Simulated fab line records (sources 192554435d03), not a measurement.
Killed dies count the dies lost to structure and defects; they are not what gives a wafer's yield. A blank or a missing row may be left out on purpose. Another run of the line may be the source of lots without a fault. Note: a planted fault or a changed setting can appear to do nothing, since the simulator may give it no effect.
Chamber matching / flow n5-finfet / rie-diel-03 running N5_GATE_CUT_ETCH_19: 4 sister chambers
The step etches SiNx in CH3F/O2, target depth 53.7 nm, time 76.7 s. 20 wafers are shown with their chamber, then 10 later ones without.

EACH WAFER AND ITS CHAMBER
wafer=L074.4; chamber=3; drypump-motor-current-A (A)=5.4; showerhead-plenum-p-Torr (Torr)=1.98; throttle-valve-pct (%)=16.66
wafer=L074.5; chamber=3; drypump-motor-current-A (A)=5.4; showerhead-plenum-p-Torr (Torr)=1.98; throttle-valve-pct (%)=16.65
wafer=L074.6; chamber=0; drypump-motor-current-A (A)=5.6; showerhead-plenum-p-Torr (Torr)=1.97; throttle-valve-pct (%)=16.49
wafer=L075.2; chamber=0; drypump-motor-current-A (A)=5.6; showerhead-plenum-p-Torr (Torr)=1.97; throttle-valve-pct (%)=16.51
wafer=L075.3; chamber=1; drypump-motor-current-A (A)=4.9; showerhead-plenum-p-Torr (Torr)=2.12; throttle-valve-pct (%)=16.39
wafer=L075.4; chamber=2; drypump-motor-current-A (A)=6.6; showerhead-plenum-p-Torr (Torr)=2.08; throttle-valve-pct (%)=16.19
wafer=L078.1; chamber=1; drypump-motor-current-A (A)=4.9; showerhead-plenum-p-Torr (Torr)=2.12; throttle-valve-pct (%)=16.41
wafer=L078.2; chamber=3; drypump-motor-current-A (A)=5.5; showerhead-plenum-p-Torr (Torr)=1.97; throttle-valve-pct (%)=16.68
wafer=L078.4; chamber=0; drypump-motor-current-A (A)=5.6; showerhead-plenum-p-Torr (Torr)=1.97; throttle-valve-pct (%)=16.53
wafer=L082.1; chamber=2; drypump-motor-current-A (A)=6.6; showerhead-plenum-p-Torr (Torr)=2.08; throttle-valve-pct (%)=16.23
wafer=L082.4; chamber=1; drypump-motor-current-A (A)=4.9; showerhead-plenum-p-Torr (Torr)=2.11; throttle-valve-pct (%)=16.42
wafer=L082.6; chamber=3; drypump-motor-current-A (A)=5.4; showerhead-plenum-p-Torr (Torr)=1.97; throttle-valve-pct (%)=16.69
wafer=L083.1; chamber=3; drypump-motor-current-A (A)=5.4; showerhead-plenum-p-Torr (Torr)=1.97; throttle-valve-pct (%)=16.69
wafer=L083.2; chamber=1; drypump-motor-current-A (A)=4.9; showerhead-plenum-p-Torr (Torr)=2.11; throttle-valve-pct (%)=16.42
wafer=L083.5; chamber=1; drypump-motor-current-A (A)=4.9; showerhead-plenum-p-Torr (Torr)=2.11; throttle-valve-pct (%)=16.41
wafer=L086.1; chamber=3; drypump-motor-current-A (A)=5.5; showerhead-plenum-p-Torr (Torr)=1.97; throttle-valve-pct (%)=16.69
wafer=L086.3; chamber=0; drypump-motor-current-A (A)=5.6; showerhead-plenum-p-Torr (Torr)=1.97; throttle-valve-pct (%)=16.53
wafer=L086.4; chamber=1; drypump-motor-current-A (A)=4.9; showerhead-plenum-p-Torr (Torr)=2.11; throttle-valve-pct (%)=16.43
wafer=L088.3; chamber=1; drypump-motor-current-A (A)=4.9; showerhead-plenum-p-Torr (Torr)=2.11; throttle-valve-pct (%)=16.44
wafer=L088.5; chamber=2; drypump-motor-current-A (A)=6.6; showerhead-plenum-p-Torr (Torr)=2.07; throttle-valve-pct (%)=16.24

SIGNATURES (averages over the wafers above)
reading=drypump-motor-current-A; chamber 0=5.600; chamber 1=4.900; chamber 2=6.600; chamber 3=5.433; scatter within a chamber=0.0289
reading=showerhead-plenum-p-Torr; chamber 0=1.9700; chamber 1=2.1129; chamber 2=2.0767; chamber 3=1.9733; scatter within a chamber=0.00463
reading=throttle-valve-pct; chamber 0=16.5150; chamber 1=16.4171; chamber 2=16.2200; chamber 3=16.6767; scatter within a chamber=0.0187
Rule: a wafer lies at a distance from a chamber equal to the root of the sum of squares, over the readings, of (its reading less the chamber's mean, divided by the reading's scatter). The wafer belongs to the nearest chamber; if the next one is less than 2 further off, it can't be placed. How the scatter is found: for the shown wafers, subtract from each reading the mean of its chamber, square and add these, divide the total by (wafers less chambers), then take the root.

WAFERS MISSING THEIR CHAMBER
wafer=L088.6; drypump-motor-current-A (A)=4.9; showerhead-plenum-p-Torr (Torr)=2.11; throttle-valve-pct (%)=16.44
wafer=L089.4; drypump-motor-current-A (A)=5.6; showerhead-plenum-p-Torr (Torr)=1.96; throttle-valve-pct (%)=16.56
wafer=L089.5; drypump-motor-current-A (A)=4.9; showerhead-plenum-p-Torr (Torr)=2.11; throttle-valve-pct (%)=16.45
wafer=L089.6; drypump-motor-current-A (A)=6.6; showerhead-plenum-p-Torr (Torr)=2.07; throttle-valve-pct (%)=16.25
wafer=L093.2; drypump-motor-current-A (A)=4.9; showerhead-plenum-p-Torr (Torr)=2.10; throttle-valve-pct (%)=16.45
wafer=L093.4; drypump-motor-current-A (A)=6.6; showerhead-plenum-p-Torr (Torr)=2.07; throttle-valve-pct (%)=16.26
wafer=L093.6; drypump-motor-current-A (A)=4.9; showerhead-plenum-p-Torr (Torr)=2.10; throttle-valve-pct (%)=16.47
wafer=L094.1; drypump-motor-current-A (A)=6.6; showerhead-plenum-p-Torr (Torr)=2.07; throttle-valve-pct (%)=16.28
wafer=L094.2; drypump-motor-current-A (A)=5.5; showerhead-plenum-p-Torr (Torr)=1.97; throttle-valve-pct (%)=16.22
wafer=L094.6; drypump-motor-current-A (A)=6.6; showerhead-plenum-p-Torr (Torr)=2.07; throttle-valve-pct (%)=16.27

WHICH CHAMBER EACH WENT THROUGH
wafer=L088.6; from the rows above=1; in truth=1
wafer=L089.4; from the rows above=0; in truth=0
wafer=L089.5; from the rows above=1; in truth=1
wafer=L089.6; from the rows above=2; in truth=2
wafer=L093.2; from the rows above=1; in truth=1
wafer=L093.4; from the rows above=2; in truth=2
wafer=L093.6; from the rows above=1; in truth=1
wafer=L094.1; from the rows above=2; in truth=2
wafer=L094.2; from the rows above=0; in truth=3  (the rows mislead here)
wafer=L094.6; from the rows above=2; in truth=2
Placed correctly: 9 of 10. Not placeable from these rows: 0. Placed wrongly: 1.
